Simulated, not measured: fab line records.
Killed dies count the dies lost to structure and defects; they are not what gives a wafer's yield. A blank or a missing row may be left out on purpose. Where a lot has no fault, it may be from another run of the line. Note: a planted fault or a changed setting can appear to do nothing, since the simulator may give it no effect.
Matching of chambers :: flow n5Finfet :: 3 sister chambers for N5_BEOL_M9_CURE_71 on uvCure-02
The step cures SiCOH lowk, time 240 s. 14 wafers are shown with their chamber, then 7 later ones without.

WAFERS WITH THEIR CHAMBER
wafer: L074.3
chamber: 0
wafer_temp_C_max: 386.3
lampPowerPct (%): 52.39

wafer: L074.4
chamber: 0
wafer_temp_C_max: 387.2
lampPowerPct (%): 52.36

wafer: L074.6
chamber: 0
wafer_temp_C_max: 386.5
lampPowerPct (%): 52.40

wafer: L077.1
chamber: 2
wafer_temp_C_max: 386.8
lampPowerPct (%): 52.36

wafer: L077.3
chamber: 2
wafer_temp_C_max: 387.1
lampPowerPct (%): 52.40

wafer: L077.4
chamber: 2
wafer_temp_C_max: 387.4
lampPowerPct (%): 52.27

wafer: L077.2
chamber: 2
wafer_temp_C_max: 387.5
lampPowerPct (%): 52.32

wafer: L077.5
chamber: 2
wafer_temp_C_max: 386.8
lampPowerPct (%): 52.36

wafer: L077.6
chamber: 2
wafer_temp_C_max: 388.0
lampPowerPct (%): 52.27

wafer: L081.2
chamber: 0
wafer_temp_C_max: 388.2
lampPowerPct (%): 52.33

wafer: L081.3
chamber: 0
wafer_temp_C_max: 387.2
lampPowerPct (%): 52.27

wafer: L081.5
chamber: 0
wafer_temp_C_max: 386.3
lampPowerPct (%): 52.25

wafer: L082.1
chamber: 1
wafer_temp_C_max: 385.8
lampPowerPct (%): 52.32

wafer: L082.2
chamber: 1
wafer_temp_C_max: 386.1
lampPowerPct (%): 52.28

SIGNATURES, as means of the wafers listed above
reading: wafer_temp_C_max
chamber 0: 386.950
chamber 1: 385.950
chamber 2: 387.267
scatter within a chamber: 0.592

reading: lampPowerPct
chamber 0: 52.3333
chamber 1: 52.3000
chamber 2: 52.3300
scatter within a chamber: 0.0557
Rule: distance of a wafer from a chamber = root of the sum over the readings of ((wafer's reading minus chamber's mean) / reading's scatter) squared. The wafer belongs to the nearest chamber; if the next one is less than 2 further off, it can't be placed. The scatter: the root of (the sum of the squares of (reading less its chamber's mean) over the shown wafers, divided by (wafers less chambers)).

WAFERS WHOSE CHAMBER IS MISSING
wafer: L082.5
wafer_temp_C_max: 386.0
lampPowerPct (%): 52.35

wafer: L082.3
wafer_temp_C_max: 386.3
lampPowerPct (%): 52.42

wafer: L082.4
wafer_temp_C_max: 385.9
lampPowerPct (%): 52.23

wafer: L082.6
wafer_temp_C_max: 386.2
lampPowerPct (%): 52.35

wafer: L091.3
wafer_temp_C_max: 386.7
lampPowerPct (%): 52.31

wafer: L091.5
wafer_temp_C_max: 387.0
lampPowerPct (%): 52.31

wafer: L091.6
wafer_temp_C_max: 387.1
lampPowerPct (%): 52.18

WHICH CHAMBER EACH WENT THROUGH
wafer: L082.5
from the rows above: can't be placed: 1 or 0 or 2
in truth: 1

wafer: L082.3
from the rows above: can't be placed: 0 or 1 or 2
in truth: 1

wafer: L082.4
from the rows above: can't be placed: 1 or 0 or 2
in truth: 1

wafer: L082.6
from the rows above: can't be placed: 1 or 0 or 2
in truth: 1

wafer: L091.3
from the rows above: can't be placed: 0 or 2 or 1
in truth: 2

wafer: L091.5
from the rows above: can't be placed: 0 or 2 or 1
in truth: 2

wafer: L091.6
from the rows above: can't be placed: 2 or 0 or 1
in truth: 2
Placed correctly: 0 of 7. Not placeable from these rows: 7 (in 7, the candidates include the true chamber). Placed wrongly: 0.
